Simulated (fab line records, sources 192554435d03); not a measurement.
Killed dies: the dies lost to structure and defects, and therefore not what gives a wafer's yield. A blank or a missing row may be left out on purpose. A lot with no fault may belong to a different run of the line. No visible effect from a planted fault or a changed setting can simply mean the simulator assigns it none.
fab line records -- flow n5-finfet -- part 2 of 2: steps 21 to 28 of 28
record: lots: 5, wafers: 15, last-day: 17
route steps=1938 shown FIN_SAQP@140 FIN_CUT@154
lots with no fault: from the same line, run without faults
start-h: hours from the record's opening day to when the first of the lot's shown wafers began -- wait-h: hours from the lot's prior step to this one -- " repeats the value in the row above -- L1.1+2: several wafers, shown together as one row -- - value missing, or start not given -- * or withheld: withheld -- < > ~ a bound
route shown NAME@n: names a module that has steps shown in the file, with the first one's number in the route -- usual: mean/standard deviation taken from wafers without a fault -- same: alike in all rows -- chamber/n: place in a boat -- sites: the reading at each site -- _std_site: the standard deviation of these -- _edge_site: inner sites' mean taken away from outer sites' mean -- radius-mm: how far each site lies from the wafer's centre -- mask NAME#n: copy n -- behind: the most recent tool/chamber to have shaped the wafer -- hold: why the lot went on hold/how many hours it stayed there/how the hold came to an end -- device: names the non-switching transistor (n, p or np) -- end of line: the route-end tests of the same wafers -- a step given without rows: its recipe and nothing more -- killed: count of dies lost to structure and defects at first sort (not the wafer's yield) -- map: dies across one wafer; x = killed, . = not, _ = none there
set.NAME: the setting as run; set.NAME@STEP: as run at that earlier step -- model.NAME: the simulator's own value behind a step, which no gauge read
a table for each step, a row for each wafer; lots at some steps of the route
services: when a tool's chamber went out of use (start-h, in hours from the record's first day, below 0 if earlier), for how many hours, and the reason
== steps ==
step: N5_FIN_CUT_EXPOSE_05
recipe: mask-id: FIN_CUT, na: 0.33, source-shape: annular, sigma-inner: 0.35, sigma-outer: 0.8, polarization: unpolarized, dose-mj: 45.75
usual: reticle-temp-C: 23.04/0.11
lot.wafer,tool,chamber,start-h,wait-h,mask,reticle-temp-C
L076.1,euv-scanner-02,0,39.44,-,FIN_CUT#0,22.96
L076.2,euv-scanner-02,0,39.44,-,FIN_CUT#0,23.07
L076.5,euv-scanner-02,0,39.44,-,FIN_CUT#0,22.95
L083.3,euv-scanner-01,0,83.29,-,FIN_CUT#0,22.84
L083.4,euv-scanner-01,0,83.29,-,FIN_CUT#0,23.05
L083.6,euv-scanner-01,0,83.29,-,FIN_CUT#0,22.79
L085.1,euv-scanner-01,0,99.65,-,FIN_CUT#0,23.00
L085.3,euv-scanner-01,0,99.65,-,FIN_CUT#0,22.91
L085.5,euv-scanner-01,0,99.65,-,FIN_CUT#0,22.85
L092.1,euv-scanner-01,0,135.65,-,FIN_CUT#0,23.05
L092.3,euv-scanner-01,0,135.65,-,FIN_CUT#0,22.93
L092.4,euv-scanner-01,0,135.65,-,FIN_CUT#0,23.02
L096.3,euv-scanner-02,0,158.29,-,FIN_CUT#0,23.06
L096.5,euv-scanner-02,0,158.29,-,FIN_CUT#0,23.11
L096.6,euv-scanner-02,0,158.29,-,FIN_CUT#0,23.08
step: N5_FIN_CUT_PEB_06
recipe: peb-temp-c: 100, peb-time-s: 60, resist: CAR-EUV
usual: resist-line-temp-C: 23.00/0.11
lot.wafer,tool,chamber,start-h,wait-h,resist-line-temp-C
L076.1,litho-track-03,0,39.50,0.1,23.08
L076.2,litho-track-03,0,39.50,0.1,23.01
L076.5,litho-track-03,0,39.50,0.1,23.06
L083.3,litho-track-02,0,83.35,0.0,23.05
L083.4,litho-track-02,0,83.35,0.0,23.08
L083.6,litho-track-02,0,83.35,0.0,22.98
L085.1,litho-track-05,0,99.72,0.1,22.96
L085.3,litho-track-05,0,99.72,0.1,22.84
L085.5,litho-track-05,0,99.72,0.1,22.93
L092.1,litho-track-02,0,135.72,0.1,23.22
L092.3,litho-track-02,0,135.72,0.1,23.04
L092.4,litho-track-02,0,135.72,0.1,23.13
L096.3,litho-track-03,0,158.34,0.0,23.15
L096.5,litho-track-03,0,158.34,0.0,23.04
L096.6,litho-track-03,0,158.34,0.0,23.13
step: N5_FIN_CUT_DEVELOP_07
recipe: develop-time-s: 30, developer: TMAH, resist: CAR-EUV, rinse-liquid: surfactant-rinse, dry: air-spin, dev-temp-c: 23
usual: resist-line-temp-C: 23.02/0.1
same: develop-time-s: 30
lot.wafer,tool,chamber,start-h,wait-h,resist-line-temp-C
L076.1,litho-track-03,0,-,-,23.09
L076.2,litho-track-03,0,-,-,23.03
L076.5,litho-track-03,0,-,-,23.10
L083.3,litho-track-02,0,-,-,22.90
L083.4,litho-track-02,0,-,-,22.95
L083.6,litho-track-02,0,-,-,22.99
L085.1,litho-track-05,0,-,-,22.90
L085.3,litho-track-05,0,-,-,22.90
L085.5,litho-track-05,0,-,-,22.89
L092.1,litho-track-02,0,-,-,22.93
L092.3,litho-track-02,0,-,-,23.03
L092.4,litho-track-02,0,-,-,23.13
L096.3,litho-track-03,0,-,-,23.14
L096.5,litho-track-03,0,-,-,22.95
L096.6,litho-track-03,0,-,-,23.05
step: N5_FIN_CUT_CD_MEAS_08
recipe: target-cd-nm: 29.1, landing-energy-ev: 500, detector: se-inlens, polarity: opening
usual: cd-nm: 29.15/0.24
lot.wafer,tool,chamber,start-h,wait-h,cd-nm
L076.1,cd-sem-02,0,39.57,-,29.33
L076.2,cd-sem-02,0,39.57,-,28.88
L076.5,cd-sem-02,0,39.57,-,29.27
L083.3,cd-sem-03,0,83.41,-,28.92
L083.4,cd-sem-03,0,83.41,-,29.02
L083.6,cd-sem-03,0,83.41,-,29.14
L085.1,cd-sem-02,0,99.78,-,29.04
L085.3,cd-sem-02,0,99.78,-,29.40
L085.5,cd-sem-02,0,99.78,-,29.27
L092.1,cd-sem-03,0,135.78,-,29.58
L092.3,cd-sem-03,0,135.78,-,28.87
L092.4,cd-sem-03,0,135.78,-,29.27
L096.3,cd-sem-02,0,158.41,-,29.08
L096.5,cd-sem-02,0,158.41,-,29.05
L096.6,cd-sem-02,0,158.41,-,29.35
step: N5_FIN_CUT_OVL_MEAS_09
recipe: points-per-wafer: 522
usual: FIN_CUT_OVL: -0.2/0.51
lot.wafer,tool,chamber,start-h,wait-h,FIN_CUT_OVL[nm]
L076.1,overlay-01,0,39.60,0.0,-0.1
L076.2,overlay-01,0,39.60,0.0,-0.2
L076.5,overlay-01,0,39.60,0.0,-0.6
L083.3,overlay-02,0,83.45,0.0,-0.3
L083.4,overlay-02,0,83.45,0.0,0.0
L083.6,overlay-02,0,83.45,0.0,0.0
L085.1,overlay-02,0,99.81,0.0,-0.2
L085.3,overlay-02,0,99.81,0.0,1.3
L085.5,overlay-02,0,99.81,0.0,0.3
L092.1,overlay-01,0,135.81,0.0,0.0
L092.3,overlay-01,0,135.81,0.0,-1.1
L092.4,overlay-01,0,135.81,0.0,-0.9
L096.3,overlay-01,0,158.45,0.0,0.0
L096.5,overlay-01,0,158.45,0.0,0.1
L096.6,overlay-01,0,158.45,0.0,-0.4
step: N5_FIN_CUT_INSPECT_10
recipe: mode: adi, inspect-instrument: brightfield
usual: raw-defect-count: 43/14
lot.wafer,tool,chamber,start-h,wait-h,raw-defect-count
L076.1,defect-inspect-01,-,39.66,0.1,45
L076.2,defect-inspect-01,-,39.66,0.1,32
L076.5,defect-inspect-01,-,39.66,0.1,40
L083.3,defect-inspect-02,-,83.50,0.0,22
L083.4,defect-inspect-02,-,83.50,0.0,26
L083.6,defect-inspect-02,-,83.50,0.0,28
L085.1,defect-inspect-01,-,99.87,0.1,41
L085.3,defect-inspect-01,-,99.87,0.1,34
L085.5,defect-inspect-01,-,99.87,0.1,36
L092.1,defect-inspect-02,-,135.87,0.1,45
L092.3,defect-inspect-02,-,135.87,0.1,53
L092.4,defect-inspect-02,-,135.87,0.1,35
L096.3,defect-inspect-01,-,158.49,0.0,38
L096.5,defect-inspect-01,-,158.49,0.0,29
L096.6,defect-inspect-01,-,158.49,0.0,31
step: N5_FIN_CUT_DESCUM_13
recipe: chemistry: O2, time-s: 7, source-power-w: 50, bias-power-w: 20, pressure-mtorr: 20, rf-frequency-hz: 2.712e+07, temp-c: 40, resist: CAR-EUV, o2-flow-sccm: 225
usual: bias-power-w: 20.01/0.062, drypump-motor-current-A: 5.7/0.4, oes-product-au: 0.80/0.091, rf-vpp-V: 243.1/1.4, showerhead-plenum-p-Torr: 2.10/0.071, throttle-valve-pct: 20.28/0.27
lot.wafer,tool,chamber,start-h,wait-h,bias-power-w,drypump-motor-current-A,oes-product-au,rf-hours-counter-h,rf-vpp-V,showerhead-plenum-p-Torr,throttle-valve-pct
L076.1,rie-diel-01,1,40.17,0.5,20.01,5.8,0.75,150,243.7,2.09,20.18
L076.2,rie-diel-01,2,40.17,0.5,20.06,6.1,0.74,174,241.6,2.02,20.55
L076.5,rie-diel-01,0,40.17,0.5,20.07,5.2,0.76,-,244.2,2.17,20.28
L083.3,rie-diel-03,3,83.73,0.2,19.84,5.9,0.71,211,243.1,2.16,20.78
L083.4,rie-diel-03,2,83.73,0.2,19.97,5.2,0.78,138,241.9,1.99,19.89
L083.6,rie-diel-03,3,83.73,0.2,19.88,5.9,0.71,-,244.4,2.16,20.77
L085.1,rie-diel-01,0,99.91,0.0,20.03,5.2,0.74,150,245.0,2.16,20.30
L085.3,rie-diel-01,1,99.91,0.0,19.93,5.9,0.73,170,243.2,2.09,20.20
L085.5,rie-diel-01,0,99.91,0.0,20.03,5.2,0.74,-,244.8,2.16,20.32
L092.1,rie-diel-06,2,135.91,0.0,19.98,5.2,0.71,195,241.9,2.06,20.58
L092.3,rie-diel-06,0,135.91,0.0,20.02,5.8,0.92,25,241.4,2.04,20.36
L092.4,rie-diel-06,1,135.91,0.0,20.03,5.9,0.88,29,243.1,2.11,19.75
L096.3,rie-diel-03,1,158.53,0.0,19.91,6.0,0.80,79,244.5,2.20,19.93
L096.5,rie-diel-03,0,158.53,0.0,20.00,5.3,0.84,-,245.7,2.23,20.14
L096.6,rie-diel-03,3,158.53,0.0,19.93,5.8,0.70,-,243.7,2.15,20.83
step: N5_FIN_CUT_ETCH_30
recipe: chemistry: N2/H2, target: underlayer, target-depth-a: 130, mask-material: CAR-EUV, time-s: 10.4, ion-energy-ev: 200, pressure-mtorr: 30, source-w: 840, bias-w: 150, n2-flow-sccm: 200, h2-flow-sccm: 200, ends: cleared
usual: drypump-motor-current-A: 5.7/0.4, etch-rf-on-time-s: 10.32/0.2, n2-flow-sccm: 200.0/0.63, oes-product-au: 0.69/0.076, rf-vpp-V: 524.3/2.7, showerhead-plenum-p-Torr: 2.56/0.095, throttle-valve-pct: 17.8/0.32
lot.wafer,tool,chamber,start-h,wait-h,drypump-motor-current-A,etch-rf-on-time-s,n2-flow-sccm,oes-product-au,rf-hours-counter-h,rf-vpp-V,showerhead-plenum-p-Torr,throttle-valve-pct
L076.1,rie-diel-01,1,40.21,0.0,5.8,10.16,200.1,0.65,150,524.6,2.54,17.6
L076.2,rie-diel-01,2,40.21,0.0,6.1,10.21,199.9,0.64,174,518.9,2.42,17.8
L076.5,rie-diel-01,0,40.21,0.0,5.2,10.61,200.0,0.65,-,527.0,2.66,18.0
L083.3,rie-diel-03,3,83.76,0.0,5.9,10.19,200.0,0.61,211,525.0,2.65,18.6
L083.4,rie-diel-03,2,83.76,0.0,5.3,10.52,200.5,0.66,138,520.6,2.46,17.5
L083.6,rie-diel-03,3,83.76,0.0,5.9,10.17,199.4,0.61,-,526.3,2.65,18.6
L085.1,rie-diel-01,0,99.94,0.0,5.2,10.56,199.3,0.63,150,526.8,2.66,18.0
L085.3,rie-diel-01,1,99.94,0.0,5.9,10.14,199.8,0.63,170,522.6,2.53,17.6
L085.5,rie-diel-01,0,99.94,0.0,5.2,10.58,200.2,0.63,-,525.2,2.66,18.0
L092.1,rie-diel-06,2,135.94,0.0,5.2,10.44,200.1,0.62,195,522.8,2.53,18.2
L092.3,rie-diel-06,0,135.94,0.0,5.8,10.61,199.2,0.79,25,521.4,2.48,17.6
L092.4,rie-diel-06,1,135.94,0.0,5.9,10.36,199.4,0.76,29,528.3,2.58,17.3
L096.3,rie-diel-03,1,158.56,0.0,6.0,10.75,200.3,0.69,79,526.6,2.69,17.4
L096.5,rie-diel-03,0,158.56,0.0,5.2,10.28,199.4,0.72,-,526.4,2.70,17.5
L096.6,rie-diel-03,3,158.56,0.0,5.9,10.06,200.8,0.60,-,526.6,2.64,18.6
== services ==
tool,chamber,start-h,hours,kind
rie-diel-05,-,23.58,0.9,repair
euv-scanner-01,-,23.75,0.7,repair
euv-scanner-02,-,26.50,5.8,pm
rie-diel-03,-,32.50,14.6,pm
euv-scanner-01,-,33.22,1.0,pm
wet-bench-06,-,43.91,0.8,repair
rie-diel-03,2,48.78,2.7,repair
euv-scanner-01,-,58.31,0.6,repair
rie-diel-03,2,62.74,8.3,repair
rie-diel-02,-,63.38,14.6,pm
rie-si-01,-,74.99,0.5,repair
wet-bench-06,-,75.03,4.4,repair
euv-scanner-01,-,84.69,1.8,repair
euv-scanner-01,-,89.37,1.0,pm
rie-si-01,-,90.86,0.3,repair
wet-bench-01,-,95.55,1.5,repair
rie-diel-04,-,99.96,4.3,pm
euv-scanner-01,-,102.80,1.4,repair
rie-diel-02,-,110.97,2.8,pm
rie-diel-05,0,113.45,3.9,repair
euv-scanner-01,-,114.19,4.6,pm
rie-diel-05,-,116.55,0.5,repair
rie-diel-04,3,144.48,1.3,repair
euv-scanner-01,-,145.52,1.0,pm
